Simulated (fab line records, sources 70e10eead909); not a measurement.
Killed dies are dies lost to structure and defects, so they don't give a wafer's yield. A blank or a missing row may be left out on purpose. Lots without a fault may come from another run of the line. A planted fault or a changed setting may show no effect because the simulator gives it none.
fab line records | flow nand_harc | part 2 of 2: steps 29 to 38 of 38
record lots=5 wafers=15 last_day=30
route steps=1302 shown P_M2@346 P_BONDPAD@351
lots that met no fault: from a run of the same line without faults
start_h: hours from the record's first day to the start of the lot's first wafer shown | wait_h: hours since the lot's step before | " the same as in the row above | L1.1+2: a row that stands for several wafers | - no value, or no start given | * or withheld: withheld | < > ~ a bound
route shown NAME@n: a module of which the file shows steps, and the number in the route of the first | usual: mean/standard deviation of fault-free wafers | same: alike in all rows | chamber/n: place in a boat | sites: the reading at each site | _std_site: their standard deviation | _edge_site: outer sites' mean less inner sites' | radius_mm: how far each site lies from the wafer's centre | mask NAME#n: copy n | behind: the tool/chamber that last shaped the wafer | hold: why the lot was held/for how many hours/how that ended | device: the transistor (n, p or np) that didn't switch | end of line: the same wafers' tests at the end of the route | a step without rows: its recipe alone | killed: dies lost to structure and defects at the first sort, not the wafer's yield | map: a wafer's dies, x killed, . not, _ none there
set.NAME: the setting as run; set.NAME@STEP: as run at that earlier step | model.NAME: the simulator's own value behind a step, which no gauge read
lots at some steps of the route; a table a step, a row a wafer
services: from which hour (start_h, from the record's first day; less than 0 if before it) a tool's chamber was out of use, for how many hours, and why
## steps
# step NHARC_P_BONDPAD_PRE_CLEAN_26
# recipe time_s=30 temp_c=280 gas=H2/He
# usual heater_power_w=419/37
# columns lot.wafer tool chamber start_h wait_h heater_power_w
L075.3 pvd_sputter-01 - - - 422
L075.4 " - " " 456
L075.5 " - " " 446
L077.4 pvd_sputter-02 - - - 376
L077.3 " - " " 399
L077.5 " - " " 380
L082.3 pvd_sputter-03 - - - 349
L082.4 " - " " 378
L082.6 " - " " 353
L087.2 pvd_sputter-01 - - - 468
L087.3 " - " " 424
L087.5 " - " " 482
L091.2 pvd_sputter-01 - - - 424
L091.5 " - " " 426
L091.6 " - " " 473
# step NHARC_P_BONDPAD_PVD_17
# recipe target_thk_a=50 bias_v=168.6 power_w=15000 chamber_pressure_pa=0.12 time_s=8.06 substrate_temp_c=50 material=TaN
# usual throttle_valve_pct=30.5/0.88
# columns lot.wafer tool chamber start_h wait_h throttle_valve_pct
L075.3 pvd_sputter-01 - - - 30.5
L075.4 " - " " 31.9
L075.5 " - " " 29.3
L077.4 pvd_sputter-02 - - - 31.0
L077.3 " - " " 30.0
L077.5 " - " " 31.0
L082.3 pvd_sputter-03 - - - 31.8
L082.4 " - " " 29.6
L082.6 " - " " 29.4
L087.2 pvd_sputter-01 - - - 30.6
L087.3 " - " " 30.1
L087.5 " - " " 30.7
L091.2 pvd_sputter-01 - - - 29.9
L091.6 " - " " 29.6
L091.5 " - " " 30.4
# step NHARC_P_BONDPAD_PVD_27
# recipe target_thk_a=300 chamber_pressure_pa=5 power_w=5000 substrate_temp_c=30 time_s=20.49 material=Cu
# usual throttle_valve_pct=30.4/0.91
# columns lot.wafer tool chamber start_h wait_h throttle_valve_pct
L075.4 pvd_sputter-01 - - - 29.3
L075.3 " - " " 31.5
L075.5 " - " " 30.4
L077.3 pvd_sputter-02 - - - 29.7
L077.4 " - " " 31.8
L077.5 " - " " 31.8
L082.3 pvd_sputter-03 - - - 31.3
L082.4 " - " " 31.2
L082.6 " - " " 31.6
L087.3 pvd_sputter-01 - - - 29.8
L087.2 " - " " 30.8
L087.5 " - " " 29.6
L091.2 pvd_sputter-01 - - - 29.8
L091.6 " - " " 30.7
L091.5 " - " " 30.0
# step NHARC_P_BONDPAD_ECD_18
# recipe target_thk_a=4000 bath_temp_c=25 material=Cu
# usual bath_temp_c=25.00/0.1
# columns lot.wafer tool chamber start_h wait_h bath_temp_c
L075.3 ecd_cu-02 0 139.75 - 25.05
L075.4 " 1 " " 25.08
L075.5 " 0 " " 24.92
L077.4 ecd_cu-02 0 164.18 - 24.98
L077.3 " 1 " " 25.02
L077.5 " 1 " " 24.91
L082.3 ecd_cu-02 0 216.35 - 24.99
L082.4 " 1 " " 24.92
L082.6 " 1 " " 25.04
L087.2 ecd_cu-02 1 264.50 - 24.99
L087.3 " 0 " " 24.91
L087.5 " 1 " " 24.96
L091.2 ecd_cu-01 1 305.18 - 24.98
L091.6 " 0 " " 24.90
L091.5 " 1 " " 25.08
# step NHARC_P_BONDPAD_ANNEAL_28
# recipe temp_c=225 time_s=90
# usual wafer_temp_C_max=226.5/0.52
# columns lot.wafer tool chamber start_h wait_h wafer_temp_C_max
L075.3 rtp_anneal-01 0 140.13 0.3 226.8
L075.4 " 0 " " 226.5
L075.5 " 0 " " 227.1
L077.3 rtp_anneal-01 0 164.57 0.3 227.2
L077.4 " 0 " " 227.6
L077.5 " 0 " " 227.1
L082.3 rtp_anneal-01 0 216.73 0.3 226.7
L082.4 " 0 " " 226.9
L082.6 " 0 " " 227.0
L087.2 rtp_anneal-02 0 264.93 0.4 226.7
L087.3 " 0 " " 226.2
L087.5 " 0 " " 226.0
L091.2 rtp_anneal-01 0 305.56 - 227.0
L091.5 " 0 " " 226.9
L091.6 " 0 " " 226.7
# step NHARC_P_BONDPAD_CMP_19
# recipe t_overpolish_s=30 cu_recess_touch_s=16 target_thk_nm=160.81
# usual motor_current_A=12.1/1.7 overpolish_run_s=29.999/0.0094
# same t_overpolish_s=30
# columns lot.wafer tool chamber start_h wait_h motor_current_A overpolish_run_s
L075.4 cmp-03 1 140.44 - 12.4 29.997
L075.3 " 2 " " 9.4 30.006
L075.5 " 0 " " 15.7 29.993
L077.3 cmp-04 0 164.81 - 8.5 29.994
L077.4 " 1 " " 11.8 30.000
L077.5 " 0 " " 7.9 29.988
L082.3 cmp-03 3 216.97 - 12.7 29.996
L082.4 " 1 " " 12.2 29.999
L082.6 " 0 " " 15.3 30.017
L087.3 cmp-02 2 265.29 - 11.3 29.998
L087.2 " 3 " " 13.7 29.998
L087.5 " 1 " " 12.3 29.993
L091.2 cmp-02 1 305.88 - 11.8 29.995
L091.5 " 0 " " 11.7 29.991
L091.6 " 1 " " 12.3 29.973
# step NHARC_P_BONDPAD_THK_MEAS_20
# recipe thk_meas_gauge=xrf
# usual thk_nm=161.2/1.4
# columns lot.wafer tool chamber start_h wait_h thk_nm
L075.3 film_metro-02 - 140.70 - 158.4
L075.4 " - " " 159.6
L075.5 " - " " 159.9
L077.3 film_metro-01 - 165.14 - 160.3
L077.4 " - " " 163.4
L077.5 " - " " 158.7
L082.3 film_metro-01 - 217.29 - 163.2
L082.4 " - " " 161.4
L082.6 " - " " 162.1
L087.2 film_metro-01 - 265.55 - 162.4
L087.3 " - " " 160.8
L087.5 " - " " 163.3
L091.2 film_metro-01 - 306.17 - 162.7
L091.5 " - " " 162.6
L091.6 " - " " 162.0
# step NHARC_P_BONDPAD_SRD_21
# recipe time_s=30 temp_c=23 dry_time_s=20 spin_rpm=1500
# columns lot.wafer tool chamber start_h wait_h
L075.3+4+5 wet_bench-08 3,4,5 140.74 0.0
L077.4+3+5 wet_bench-08 4,5,7 165.18 0.0
L082.6+3+4 wet_bench-08 5,7,0 217.34 0.0
L087.2+3+5 wet_bench-08 7,2,3 265.60 0.0
L091.5+6+2 wet_bench-08 3,6,0 306.21 0.0
# step NHARC_P_BONDPAD_INSPECT_23
# usual raw_defect_count=359/150
# columns lot.wafer tool chamber start_h wait_h raw_defect_count
L075.3 defect_inspect-02 - 140.93 0.0 193
L075.4 " - " " 304
L075.5 " - " " 262
L077.3 defect_inspect-02 - 165.34 0.0 388
L077.4 " - " " 274
L077.5 " - " " 311
L082.3 defect_inspect-02 - 217.52 0.0 512
L082.4 " - " " 438
L082.6 " - " " 313
L087.2 defect_inspect-01 - 265.76 0.0 271
L087.3 " - " " 212
L087.5 " - " " 245
L091.2 defect_inspect-02 - 306.38 0.0 145
L091.5 " - " " 227
L091.6 " - " " 156
# step NHARC_P_BONDPAD_ACTIVATE_29
# recipe time_s=60 n2_flow_sccm=200 ar_flow_sccm=0 bias_power_w=0 chemistry=N2
# usual drypump_motor_current_A=5.8/0.5 oes_product_au=1.003/0.011 rf_vpp_V=64.0/1.1 showerhead_plenum_p_Torr=1.75/0.09
# columns lot.wafer tool chamber start_h wait_h drypump_motor_current_A oes_product_au rf_hours_counter_h rf_vpp_V showerhead_plenum_p_Torr
L075.3 rie_diel-07 0 141.02 0.1 6.0 1.003 0.3 62.1 1.64
L075.4 " 3 " " 6.2 0.998 - 65.1 1.88
L075.5 " 0 " " 6.0 1.006 - 66.2 1.64
L077.3 rie_diel-07 1 165.43 0.1 4.8 1.019 2.2 65.0 1.66
L077.4 " 3 " " 6.1 0.999 - 63.0 1.88
L077.5 " 1 " " 4.8 1.004 - 63.3 1.66
L082.3 rie_diel-13 1 217.59 0.1 6.3 1.001 1.4 63.5 1.70
L082.4 " 3 " " 6.5 0.976 1.3 64.8 1.65
L082.6 " 1 " " 6.4 0.992 - 65.7 1.70
L087.2 rie_diel-07 2 265.82 0.1 6.2 1.021 3.7 65.3 1.89
L087.3 " 3 " " 6.1 1.013 8.1 65.1 1.88
L087.5 " 2 " " 6.2 1.008 - 65.4 1.89
L091.2 rie_diel-07 1 306.44 0.1 4.8 0.991 0.4 63.0 1.66
L091.5 " 1 " " 4.8 0.990 - 64.0 1.66
L091.6 " 2 " " 6.2 1.013 - 65.8 1.89
## services
# columns tool chamber start_h hours kind
rie_diel-07 2 117.14 5.9 repair
rie_diel-07 - 117.20 9.0 pm
wet_bench-08 - 118.40 8.0 pm
rie_diel-07 2 131.06 35.1 repair
wet_bench-10 - 135.21 8.0 pm
rie_diel-07 3 146.32 6.7 repair
rie_diel-08 3 146.55 4.5 repair
pvd_sputter-01 - 158.12 1.4 repair
rie_diel-13 2 164.65 5.0 repair
rie_diel-13 - 165.00 9.0 pm
rie_diel-08 2 175.52 6.6 repair
rie_diel-13 2 179.09 7.3 repair
rie_diel-07 2 184.54 11.3 repair
rie_diel-08 - 190.80 9.0 pm
rie_diel-07 2 210.74 13.1 repair
rie_diel-08 2 211.32 9.2 repair
rie_diel-08 1 212.18 7.5 repair
pvd_sputter-01 - 226.03 10.0 pm
litho_track-02 - 227.00 7.0 pm
rie_diel-13 3 228.61 31.7 repair
litho_track-07 - 251.00 7.0 pm
rie_diel-07 - 294.20 9.0 pm
wet_bench-08 - 294.40 8.0 pm
wet_bench-10 - 294.67 2.8 repair
